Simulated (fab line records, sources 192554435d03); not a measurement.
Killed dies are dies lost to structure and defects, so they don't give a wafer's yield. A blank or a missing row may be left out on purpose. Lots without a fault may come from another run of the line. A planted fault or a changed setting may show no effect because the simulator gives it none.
fab line records | flow n5_finfet
record lots=7 wafers=21
route steps=1938 shown BEOL_M8@1348 BEOL_M9@1401 BEOL_M10@1470 BEOL_M11@1539 BEOL_M12@1649 BEOL_M13@1694
start_h: hours from the record's first day to the start of the lot's first wafer shown | wait_h: hours since the lot's step before | " the same as in the row above | L1.1+2: a row that stands for several wafers | - no value, or no start given | * or withheld: withheld | < > ~ a bound
route shown NAME@n: a module of which the file shows steps, and the number in the route of the first | usual: mean/standard deviation of fault-free wafers | same: alike in all rows | chamber/n: place in a boat | sites: the reading at each site | _std_site: their standard deviation | _edge_site: outer sites' mean less inner sites' | radius_mm: how far each site lies from the wafer's centre | mask NAME#n: copy n | behind: the tool/chamber that last shaped the wafer | hold: why the lot was held/for how many hours/how that ended | device: the transistor (n, p or np) that didn't switch | end of line: the same wafers' tests at the end of the route | a step without rows: its recipe alone | killed: dies lost to structure and defects at the first sort, not the wafer's yield | map: a wafer's dies, x killed, . not, _ none there
set.NAME: the setting as run; set.NAME@STEP: as run at that earlier step | model.NAME: the simulator's own value behind a step, which no gauge read
lots whose settings were changed on purpose; a table a step, a row a wafer
## steps
# step N5_BEOL_M8_DESCUM_16
# recipe chemistry=O2 time_s=7.9 source_power_w=50 bias_power_w=20 pressure_mtorr=20 rf_frequency_hz=2.712e+07 temp_c=40 resist=CAR-ArF o2_flow_sccm=225
# columns lot.wafer tool chamber start_h wait_h set.time_s model.CAR-ArF_of_BEOL_M8_COAT_05.thk_nm
L076.1 rie_diel-06 3 245.28 0.1 7.9 83.4
L076.4+5 " 1,2 " " 7.9 83.6
L077.1 rie_diel-06 1 264.76 0.2 7.9 83
L077.2+4 " 0,2 " " 7.9 83.4
L079.3 rie_diel-06 0 267.50 0.0 7.385 84
L079.4+5 " 2,0 " " 7.9 84
L089.2 rie_diel-02 3 339.97 0.1 7.9 83.8
L089.3+6 " 0,2 " " 7.087 84.4
L091.3 rie_diel-06 0 340.66 0.4 7.9 83.2
L091.5 " 3 " " 7.9 83.6
L091.6 " 0 " " 7.9 83.4
L090.1 rie_diel-02 0 350.52 0.2 9.456 82.2
L090.4 " 2 " " 7.9 83.4
L090.5 " 1 " " 9.456 82.4
L093.1 rie_diel-02 1 361.83 0.1 7.9 83
L093.2 " 3 " " 8.735 82.6
L093.3 " 0 " " 7.9 83.2
# step N5_BEOL_M8_ETCH_61
# recipe chemistry=CF4 target=SiARC target_depth_a=455 mask_material=CAR-ArF time_s=75.8 ion_energy_ev=80 pressure_mtorr=40 source_w=545 bias_w=36 Ar_flow_sccm=100 cf4_flow_sccm=100 ends=cleared
# columns lot.wafer tool chamber start_h wait_h set.dose_mj@BEOL_M8_EXPOSE_08 set.time_s@BEOL_M8_DESCUM_16 model.BEOL_M8.cd_offset_nm model.CAR-ArF_of_BEOL_M8_COAT_05.thk_nm
L076.1 rie_diel-06 3 245.31 0.0 69.9 7.9 1.2 50.8
L076.4 " 1 " " 69.9 7.9 0.8 51
L076.5 " 2 " " 68.25 7.9 -0.6 51
L077.1 rie_diel-06 1 264.80 0.0 68.25 7.9 0.8 50.6
L077.2 " 0 " " 68.25 7.9 0.8 50.8
L077.4 " 2 " " 70.39 7.9 1.4 50.8
L079.3 rie_diel-06 0 267.53 0.0 68.25 7.385 -0.4 51.2
L079.4 " 2 " " 65.63 7.9 -0.8 51.2
L079.5 " 0 " " 68.25 7.9 0 51.2
L089.2 rie_diel-02 3 340.01 0.0 73.19 7.9 4.2 51
L089.3 " 0 " " 68.25 7.087 0 51.6
L089.6 " 2 " " 73.19 7.087 3.2 51.6
L091.3 rie_diel-06 0 340.70 0.0 68.25 7.9 0.2 50.6
L091.5 " 3 " " 68.25 7.9 0.8 51
L091.6 " 0 " " 68.25 7.9 0.4 50.8
L090.1 rie_diel-02 0 350.55 0.0 68.25 9.456 -0.4 49.6
L090.4 " 2 " " 68.25 7.9 -0.8 50.8
L090.5 " 1 " " 66.26 9.456 -1 49.8
L093.1+3 rie_diel-02 1,0 361.87 0.0 68.25 7.9 0 50.6
L093.2 " 3 " " 68.25 8.735 -0.2 50
# step N5_BEOL_M8_ETCH_62
# recipe chemistry=N2/H2 target=SOC target_depth_a=1100 overetch_a=220 mask_material=SiARC temp_c=40 time_s=165 ion_energy_ev=200 pressure_mtorr=30 source_w=840 bias_w=150 n2_flow_sccm=200 h2_flow_sccm=200
# columns lot.wafer tool chamber start_h wait_h set.dose_mj@BEOL_M8_EXPOSE_08 model.BEOL_M8.cd_offset_nm
L076.1+4 rie_diel-06 3,1 245.37 0.0 69.9 1
L076.5 " 2 " " 68.25 -1
L077.1 rie_diel-06 1 264.85 0.0 68.25 1
L077.2 " 0 " " 68.25 0.8
L077.4 " 2 " " 70.39 1.2
L079.3 rie_diel-06 0 267.59 0.0 68.25 -0.6
L079.4 " 2 " " 65.63 -1.2
L079.5 " 0 " " 68.25 -0.2
L089.2 rie_diel-02 3 340.06 0.0 73.19 4
L089.3 " 0 " " 68.25 -0.2
L089.6 " 2 " " 73.19 3.4
L091.3 rie_diel-06 0 340.75 0.0 68.25 0
L091.5 " 3 " " 68.25 0.8
L091.6 " 0 " " 68.25 0.4
L090.1 rie_diel-02 0 350.61 0.0 68.25 -0.4
L090.4 " 2 " " 68.25 -0.8
L090.5 " 1 " " 66.26 -1
L093.1 rie_diel-02 1 361.93 0.0 68.25 0
L093.2+3 " 3,0 " " 68.25 -0.2
# step N5_BEOL_M8_STRIP_68
# recipe chemistry=N2/H2 temp_c=40 n2_flow_sccm=200 h2_flow_sccm=200 rf_frequency_hz=6e+07
# step N5_BEOL_M8_STRIP_67
# recipe chemistry=CF4 resist=SiARC power_w=300 bias_power_w=75 pressure_mtorr=50 cf4_flow_sccm=150 rf_frequency_hz=6e+07
# step N5_BEOL_M8_HM_OPEN_17
# recipe chemistry=Cl2/BCl3 target_depth_a=200 overetch_a=60 target=TiN mask_material=SOC ion_energy_ev=150 pressure_mtorr=10 icp_w=1000 bias_w=126 Cl2_flow_sccm=53.25 bcl3_flow_sccm=21.75 Ar_flow_sccm=25
# columns lot.wafer tool chamber start_h wait_h set.dose_mj@BEOL_M8_EXPOSE_08 model.BEOL_M8.cd_offset_nm
L076.1 rie_metal-01 1 245.56 0.0 69.9 1
L076.4 " 1 " " 69.9 1.2
L076.5 " 1 " " 68.25 -0.8
L077.1 rie_metal-03 1 265.04 0.0 68.25 0.8
L077.2 " 0 " " 68.25 1
L077.4 " 0 " " 70.39 1.2
L079.3 rie_metal-01 1 267.80 0.1 68.25 -0.2
L079.4 " 0 " " 65.63 -1
L079.5 " 1 " " 68.25 0
L089.2 rie_metal-01 0 340.28 0.1 73.19 4.2
L089.3 " 0 " " 68.25 0
L089.6 " 0 " " 73.19 3.6
L091.3 rie_metal-01 0 341.00 0.1 68.25 0.2
L091.5 " 0 " " 68.25 1
L091.6 " 0 " " 68.25 0.6
L090.1 rie_metal-03 0 350.80 0.0 68.25 -0.4
L090.4 " 0 " " 68.25 -0.8
L090.5 " 0 " " 66.26 -0.8
L093.1 rie_metal-02 1 362.11 0.0 68.25 0.2
L093.2 " 0 " " 68.25 -0.2
L093.3 " 1 " " 68.25 0
# step N5_BEOL_M8_STRIP_19
# recipe chemistry=O2 power_w=400 temp_c=40 pressure_mtorr=30 rf_frequency_hz=6e+07 bias_power_w=0 overash_fraction=0.2 o2_flow_sccm=225
# step N5_BEOL_M8_CD_MEAS_18
# recipe pitch_nm=80 target_cd_nm=40
# usual cd_nm=40.2/0.53
# columns lot.wafer tool chamber start_h wait_h set.dose_mj@BEOL_M8_EXPOSE_08 cd_nm
L076.1 cd_sem-02 - 245.74 0.0 69.9 41.0
L076.4 " - " " 69.9 41.1
L076.5 " - " " 68.25 39.1
L077.1 cd_sem-03 - 265.37 0.0 68.25 40.6
L077.2 " - " " 68.25 40.9
L077.4 " - " " 70.39 41.4
L079.3 cd_sem-02 - 267.96 0.1 68.25 39.8
L079.4 " - " " 65.63 38.6
L079.5 " - " " 68.25 40.1
L089.2 cd_sem-03 - 340.58 0.1 73.19 44.2
L089.3 " - " " 68.25 40.0
L089.6 " - " " 73.19 43.6
L091.3 cd_sem-02 - 341.32 0.1 68.25 40.0
L091.5 " - " " 68.25 41.5
L091.6 " - " " 68.25 40.3
L090.1 cd_sem-03 - 351.02 0.0 68.25 39.5
L090.4 " - " " 68.25 39.3
L090.5 " - " " 66.26 39.4
L093.1 cd_sem-01 - 362.36 0.0 68.25 40.2
L093.2 " - " " 68.25 39.9
L093.3 " - " " 68.25 40.0
# step N5_BEOL_M8_COAT_63
# recipe resist=SOC temp_c=250 time_s=60 spin_rpm=1500 resist_thk_nm=60
# step N5_BEOL_M8_COAT_64
# recipe resist=SiARC temp_c=220 time_s=60 spin_rpm=1500 resist_thk_nm=12
# step N5_BEOL_M8_PRECLEAN_42
# recipe chemistry=residue_remover time_s=60 temp_c=40
# step N5_BEOL_M8_SRD_43
# recipe time_s=30 temp_c=23 rinse_liquid=diw dry=ipa_marangoni
# step N5_BEOL_M8_CD_MEAS_35
# recipe target_cd_nm=40 polarity=opening
# usual cd_nm=40.2/0.58
# columns lot.wafer tool chamber start_h wait_h set.dose_mj@BEOL_M8_EXPOSE_08 cd_nm
L076.1 cd_sem-01 - 248.19 0.0 69.9 41.4
L076.4 " - " " 69.9 41.1
L076.5 " - " " 68.25 39.3
L077.1 cd_sem-03 - 267.18 0.0 68.25 41.1
L077.2 " - " " 68.25 40.8
L077.4 " - " " 70.39 41.3
L079.3 cd_sem-02 - 269.18 0.0 68.25 39.5
L079.4 " - " " 65.63 39.0
L079.5 " - " " 68.25 40.3
L089.2 cd_sem-01 - 342.02 0.0 73.19 43.8
L089.3 " - " " 68.25 40.5
L089.6 " - " " 73.19 43.4
L091.3 cd_sem-02 - 343.59 0.0 68.25 40.2
L091.5 " - " " 68.25 40.7
L091.6 " - " " 68.25 40.5
L090.1 cd_sem-02 - 353.71 0.0 68.25 39.5
L090.4 " - " " 68.25 39.5
L090.5 " - " " 66.26 39.1
L093.1 cd_sem-03 - 365.67 0.0 68.25 40.0
L093.2 " - " " 68.25 40.1
L093.3 " - " " 68.25 39.9
# step N5_BEOL_M9_ILD_DEP_00
# recipe material=SiCOH_lowk target_thk_a=3085.1 temp_c=300 precursor=DEMS/porogen pressure_torr=5 rf_w=500 time_s=58
# columns lot.wafer tool chamber start_h wait_h set.time_s model.SiCOH_lowk_of_BEOL_M9_ILD_DEP_00.thk_nm
L076.1 pecvd-04 1 250.26 0.0 58 305.6
L076.4 " 0 " " 58 310.2
L076.5 " 1 " " 58 308.8
L077.1 pecvd-02 2 269.75 0.0 63.26 334
L077.2 " 1 " " 58 300.4
L077.4 " 2 " " 63.26 341.4
L079.3 pecvd-03 1 271.91 0.0 58 306.6
L079.4 " 0 " " 58 311.6
L079.5 " 1 " " 60.38 321.6
L089.2 pecvd-03 2 344.79 0.0 58 307
L089.3 " 1 " " 53.17 281.6
L089.6 " 1 " " 58 312.6
L091.3 pecvd-04 1 346.39 0.1 58 312.4
L091.5 " 1 " " 58 309.8
L091.6 " 2 " " 58 306.4
L090.1 pecvd-03 0 357.95 0.0 55.63 287.2
L090.4 " 1 " " 58 306.6
L090.5 " 0 " " 55.63 290
L093.1 pecvd-02 2 368.01 0.0 52.95 279.4
L093.2 " 2 " " 52.95 284.8
L093.3 " 2 " " 58 303
# step N5_BEOL_M9_CURE_71
# recipe temp_c=385 time_s=240 ambient=He/Ar material=SiCOH_lowk
# columns lot.wafer tool chamber start_h wait_h set.time_s@BEOL_M9_ILD_DEP_00 model.SiCOH_lowk_of_BEOL_M9_ILD_DEP_00.thk_nm
L076.1 uv_cure-01 2 250.33 0.0 58 265.4
L076.4 " 2 " " 58 269.6
L076.5 " 2 " " 58 268.2
L077.1 uv_cure-02 1 269.83 0.0 63.26 290.4
L077.2 " 1 " " 58 260.8
L077.4 " 1 " " 63.26 297.2
L079.3 uv_cure-02 0 272.15 0.2 58 266.4
L079.4 " 0 " " 58 270.6
L079.5 " 0 " " 60.38 279.6
L089.2 uv_cure-01 2 344.95 0.1 58 266.6
L089.3 " 2 " " 53.17 244.2
L089.6 " 2 " " 58 271.6
L091.3 uv_cure-03 0 348.43 2.0 58 271.4
L091.5 " 0 " " 58 269.2
L091.6 " 0 " " 58 266
L090.1 uv_cure-03 0 358.03 0.0 55.63 249.2
L090.4 " 0 " " 58 266.4
L090.5 " 0 " " 55.63 251.6
L093.1 uv_cure-03 2 368.20 0.2 52.95 242.2
L093.2 " 2 " " 52.95 247
L093.3 " 2 " " 58 263.2
# step N5_BEOL_M9_THK_MEAS_01
# recipe reads=SiCOH_lowk_of_BEOL_M9_ILD_DEP_00
# usual M9_ILD_THK=267/3.6
# columns lot.wafer tool chamber start_h wait_h set.time_s@BEOL_M9_ILD_DEP_00 M9_ILD_THK[nm]
L076.1 film_metro-01 - 251.34 0.8 58 265
L076.4 " - " " 58 269
L076.5 " - " " 58 268
L077.1 film_metro-01 - 270.34 0.4 63.26 291
L077.2 " - " " 58 261
L077.4 " - " " 63.26 297
L079.3 film_metro-01 - 272.50 0.3 58 267
L079.4 " - " " 58 271
L079.5 " - " " 60.38 279
L089.2 film_metro-02 - 345.38 0.4 58 267
L089.3 " - " " 53.17 244
L089.6 " - " " 58 271
L091.3 film_metro-01 - 349.10 0.5 58 271
L091.5 " - " " 58 269
L091.6 " - " " 58 266
L090.1 film_metro-01 - 359.03 0.8 55.63 249
L090.4 " - " " 58 266
L090.5 " - " " 55.63 252
L093.1 film_metro-02 - 368.71 0.4 52.95 242
L093.2 " - " " 52.95 247
L093.3 " - " " 58 263
# step N5_BEOL_M10_ILD_DEP_00
# recipe material=SiCOH_lowk target_thk_a=3085.1 temp_c=300 precursor=DEMS/porogen pressure_torr=5 rf_w=500 time_s=58
# columns lot.wafer tool chamber start_h wait_h set.time_s model.SiCOH_lowk_of_BEOL_M10_ILD_DEP_00.thk_nm
L076.1 pecvd-02 2 258.43 0.0 55.4 289
L076.4 " 1 " " 55.4 301.8
L076.5 " 2 " " 55.4 297.4
L077.1 pecvd-02 0 276.02 0.0 58 304.2
L077.2 " 1 " " 53.45 282
L077.4 " 1 " " 53.45 286.4
L079.3 pecvd-01 2 280.16 0.1 52.05 276.8
L079.4 " 0 " " 52.05 277
L079.5 " 0 " " 58 308.4
L089.2 pecvd-01 1 355.49 0.0 62.03 327.4
L089.3 " 0 " " 62.03 329
L089.6 " 0 " " 58 313.2
L091.3 pecvd-04 2 356.90 0.1 58 313.2
L091.5 " 1 " " 58 311.2
L091.6 " 2 " " 58 309
L090.1 pecvd-02 1 365.81 0.0 58 305.6
L090.4 " 2 " " 58 309.8
L090.5 " 2 " " 60.96 325.4
L093.1 pecvd-01 1 375.24 0.0 58 300.6
L093.2 " 2 " " 58 307.6
L093.3 " 0 " " 51.74 273.6
# step N5_BEOL_M10_CURE_71
# recipe temp_c=385 time_s=240 ambient=He/Ar material=SiCOH_lowk
# columns lot.wafer tool chamber start_h wait_h set.time_s@BEOL_M10_ILD_DEP_00 model.SiCOH_lowk_of_BEOL_M10_ILD_DEP_00.thk_nm
L076.1 uv_cure-02 0 258.51 0.0 55.4 250.8
L076.4 " 0 " " 55.4 262.2
L076.5 " 0 " " 55.4 258.2
L077.1 uv_cure-02 1 276.10 0.0 58 264.2
L077.2 " 1 " " 53.45 244.6
L077.4 " 1 " " 53.45 248.4
L079.3 uv_cure-01 2 280.39 0.2 52.05 240
L079.4 " 2 " " 52.05 240.2
L079.5 " 2 " " 58 267.8
L089.2 uv_cure-03 1 356.12 0.6 62.03 284.8
L089.3 " 1 " " 62.03 286.2
L089.6 " 1 " " 58 272.2
L091.3 uv_cure-03 0 357.32 0.4 58 272.2
L091.5 " 0 " " 58 270.4
L091.6 " 0 " " 58 268.4
L090.1 uv_cure-03 2 365.92 0.1 58 265.4
L090.4 " 2 " " 58 269.2
L090.5 " 2 " " 60.96 283
L093.1 uv_cure-01 2 375.32 0.0 58 261
L093.2 " 2 " " 58 267.2
L093.3 " 2 " " 51.74 237.2
# step N5_BEOL_M10_THK_MEAS_01
# recipe reads=SiCOH_lowk_of_BEOL_M10_ILD_DEP_00
# usual M10_ILD_THK=269/3.4
# columns lot.wafer tool chamber start_h wait_h set.time_s@BEOL_M10_ILD_DEP_00 M10_ILD_THK[nm]
L076.1 film_metro-01 - 259.02 0.4 55.4 251
L076.4 " - " " 55.4 262
L076.5 " - " " 55.4 258
L077.1 film_metro-02 - 276.62 0.4 58 264
L077.2 " - " " 53.45 245
L077.4 " - " " 53.45 249
L079.3 film_metro-02 - 280.75 0.3 52.05 240
L079.4 " - " " 52.05 240
L079.5 " - " " 58 268
L089.2 film_metro-02 - 356.95 0.7 62.03 285
L089.3 " - " " 62.03 286
L089.6 " - " " 58 272
L091.3 film_metro-02 - 357.99 0.5 58 272
L091.5 " - " " 58 270
L091.6 " - " " 58 269
L090.1 film_metro-02 - 366.43 0.4 58 265
L090.4 " - " " 58 269
L090.5 " - " " 60.96 283
L093.1 film_metro-02 - 375.83 0.4 58 261
L093.2 " - " " 58 267
L093.3 " - " " 51.74 237
# step N5_BEOL_M11_PECVD_70
# recipe material=SiO2 target_thk_a=200 temp_c=400 precursor=TEOS/O2 pressure_torr=5.5 rf_w=450 teos_flow_sccm=53.8 gas=O2 flow_sccm=3000 time_s=22.7
# columns lot.wafer tool chamber start_h wait_h set.time_s model.SiO2_of_BEOL_M11_PECVD_70.thk_nm
L076.1 pecvd-04 1 264.71 0.0 22.7 19.8
L076.4 " 1 " " 24.37 21.2
L076.5 " 0 " " 24.37 21.6
L077.1 pecvd-01 1 285.09 0.0 21.19 18.4
L077.2 " 0 " " 22.7 20
L077.4 " 1 " " 21.19 19
L079.3+5 pecvd-04 2,1 288.55 0.0 24.33 21
L079.4 " 2 " " 24.33 21.4
L089.2 pecvd-03 1 363.85 0.0 22.7 20.2
L089.3+6 " 2 " " 24.33 21.4
L091.3 pecvd-01 1 364.36 0.0 22.7 19.4
L091.5 " 1 " " 22.7 19.8
L091.6 " 2 " " 22.7 20
L090.1 pecvd-01 0 373.42 0.0 22.7 20
L090.4 " 0 " " 22.7 20.2
L090.5 " 2 " " 25.68 22.6
L093.1+2+3 pecvd-04 1,0,2 383.00 0.0 22.7 19.6
# step N5_BEOL_M11_TRENCH_ETCH_37
# recipe chemistry=C4F6/O2 target_depth_a=1488.3 target=SiCOH_lowk time_s=48 ion_energy_ev=250 pressure_mtorr=30 source_w=345 bias_w=185 Ar_flow_sccm=300 C4F6_flow_sccm=10 O2_flow_sccm=10
# usual rf_vpp_V=660/14
# columns lot.wafer tool chamber start_h wait_h set.bias_w rf_vpp_V
L076.1 rie_diel-05 0 - - 185 658
L076.4 " 0 " " 185 658
L076.5 " 1 " " 166.4 608
L077.1 rie_diel-04 2 - - 185 633
L077.2 " 3 " " 185 672
L077.4 " 2 " " 185 633
L079.3 rie_diel-05 1 - - 212.6 740
L079.4 " 3 " " 212.6 728
L079.5 " 2 " " 185 652
L089.2 rie_diel-04 3 - - 185 669
L089.3 " 1 " " 203.9 715
L089.6 " 3 " " 185 672
L091.3 rie_diel-04 2 - - 185 633
L091.5 " 0 " " 185 672
L091.6 " 1 " " 185 659
L090.1 rie_diel-01 3 - - 185 657
L090.4 " 2 " " 185 661
L090.5 " 3 " " 185 658
L093.1 rie_diel-04 2 - - 185 634
L093.2 " 1 " " 185 660
L093.3 " 3 " " 213.9 753
# step N5_BEOL_M12_SPUTTER_44
# recipe material=Ta target_thk_a=100 temp_c=50 bias_v=80 power_w=15000 chamber_pressure_pa=0.07 time_s=16.13
# columns lot.wafer tool chamber start_h wait_h set.time_s model.Ta_of_BEOL_M12_SPUTTER_44.thk_nm
L076.1 pvd_sputter-01 - 276.37 0.0 16.13 10.2
L076.4 " - " " 16.13 9.8
L076.5 " - " " 14.02 8.8
L077.1+2+4 pvd_sputter-03 - 301.66 0.0 16.13 10
L079.3 pvd_sputter-03 - 302.06 0.0 16.13 10
L079.4 " - " " 15.13 9
L079.5 " - " " 15.13 9.2
L089.2 pvd_sputter-02 - 377.40 0.0 16.13 10
L089.3 " - " " 16.87 10.2
L089.6 " - " " 16.87 10.4
L091.3 pvd_sputter-03 - 378.55 0.0 16.13 9.8
L091.5+6 " - " " 16.13 10
L090.1 pvd_sputter-01 - 388.54 0.0 16.13 10
L090.4 " - " " 16.13 10.2
L090.5 " - " " 14.8 9.2
L093.1+3 pvd_sputter-03 - 396.13 0.0 17.52 10.6
L093.2 " - " " 16.13 9.8
# step N5_BEOL_M13_ETCH_68
# recipe chemistry=N2/H2 target=SOC mask_material=SiARC source_w=3000 bias_w=350 temp_c=40 time_s=355 ion_energy_ev=200 pressure_mtorr=30 n2_flow_sccm=200 h2_flow_sccm=200
# columns lot.wafer tool chamber start_h wait_h set.time_s model.SiARC_of_BEOL_M13_COAT_66.thk_nm
L076.1 rie_diel-04 3 279.60 0.1 355 78.6
L076.4 " 1 " " 298.8 82.8
L076.5 " 3 " " 298.8 83.6
L077.1 rie_diel-04 1 304.96 0.1 393.2 73.6
L077.2 " 0 " " 355 77.8
L077.4 " 0 " " 355 77.4
L079.3 rie_diel-01 0 305.33 0.1 355 76
L079.4 " 1 " " 407.6 72.4
L079.5 " 2 " " 355 76.4
L089.2 rie_diel-04 0 380.50 0.1 355 77.8
L089.3 " 2 " " 355 77.6
L089.6 " 0 " " 387.1 74.4
L091.3 rie_diel-05 1 381.79 0.1 355 77
L091.5 " 2 " " 355 76.6
L091.6 " 0 " " 355 76.2
L090.1 rie_diel-05 0 391.62 0.1 355 76
L090.4+5 " 1,2 " " 355 76.6
L093.1 rie_diel-05 1 399.18 0.1 294.1 82.2
L093.2 " 2 " " 294.1 82.4
L093.3 " 3 " " 355 76.8
## key
split step=N5_BEOL_M8_DESCUM_16 setting=time_s stated=7.9 by=wafer
response step=N5_BEOL_M8_DESCUM_16 reading=model.CAR-ArF_of_BEOL_M8_COAT_05.thk_nm change=-0.0511 per=1% r=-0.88
response step=N5_BEOL_M8_ETCH_61 reading=model.CAR-ArF_of_BEOL_M8_COAT_05.thk_nm change=-0.0527 per=1% r=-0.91
split step=N5_BEOL_M9_ILD_DEP_00 setting=time_s stated=58 by=wafer
response step=N5_BEOL_M9_ILD_DEP_00 reading=model.SiCOH_lowk_of_BEOL_M9_ILD_DEP_00.thk_nm change=+3.37 per=1% r=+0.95
response step=N5_BEOL_M9_CURE_71 reading=model.SiCOH_lowk_of_BEOL_M9_ILD_DEP_00.thk_nm change=+2.99 per=1% r=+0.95
response step=N5_BEOL_M9_THK_MEAS_01 reading=M9_ILD_THK change=+2.98 per=1% r=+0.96
split step=N5_BEOL_M10_ILD_DEP_00 setting=time_s stated=58 by=wafer
response step=N5_BEOL_M10_ILD_DEP_00 reading=model.SiCOH_lowk_of_BEOL_M10_ILD_DEP_00.thk_nm change=+2.81 per=1% r=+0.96
response step=N5_BEOL_M10_CURE_71 reading=model.SiCOH_lowk_of_BEOL_M10_ILD_DEP_00.thk_nm change=+2.48 per=1% r=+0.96
response step=N5_BEOL_M10_THK_MEAS_01 reading=M10_ILD_THK change=+2.48 per=1% r=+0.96
split step=N5_BEOL_M11_PECVD_70 setting=time_s stated=22.7 by=wafer
response step=N5_BEOL_M11_PECVD_70 reading=model.SiO2_of_BEOL_M11_PECVD_70.thk_nm change=+0.192 per=1% r=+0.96
split step=N5_BEOL_M11_TRENCH_ETCH_37 setting=bias_w stated=185 by=wafer
response step=N5_BEOL_M11_TRENCH_ETCH_37 reading=rf_vpp_V change=+5.72 per=1% r=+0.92
split step=N5_BEOL_M12_SPUTTER_44 setting=time_s stated=16.13 by=wafer
response step=N5_BEOL_M12_SPUTTER_44 reading=model.Ta_of_BEOL_M12_SPUTTER_44.thk_nm change=+0.0992 per=1% r=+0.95
split step=N5_BEOL_M13_ETCH_68 setting=time_s stated=355 by=wafer
response step=N5_BEOL_M13_ETCH_68 reading=model.SiARC_of_BEOL_M13_COAT_66.thk_nm change=-0.308 per=1% r=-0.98
split outside_this_file step=N5_BEOL_M8_EXPOSE_08 setting=dose_mj
# split outside_this_file: this setting was split too, and the file shows its column; the key of that split is in another file
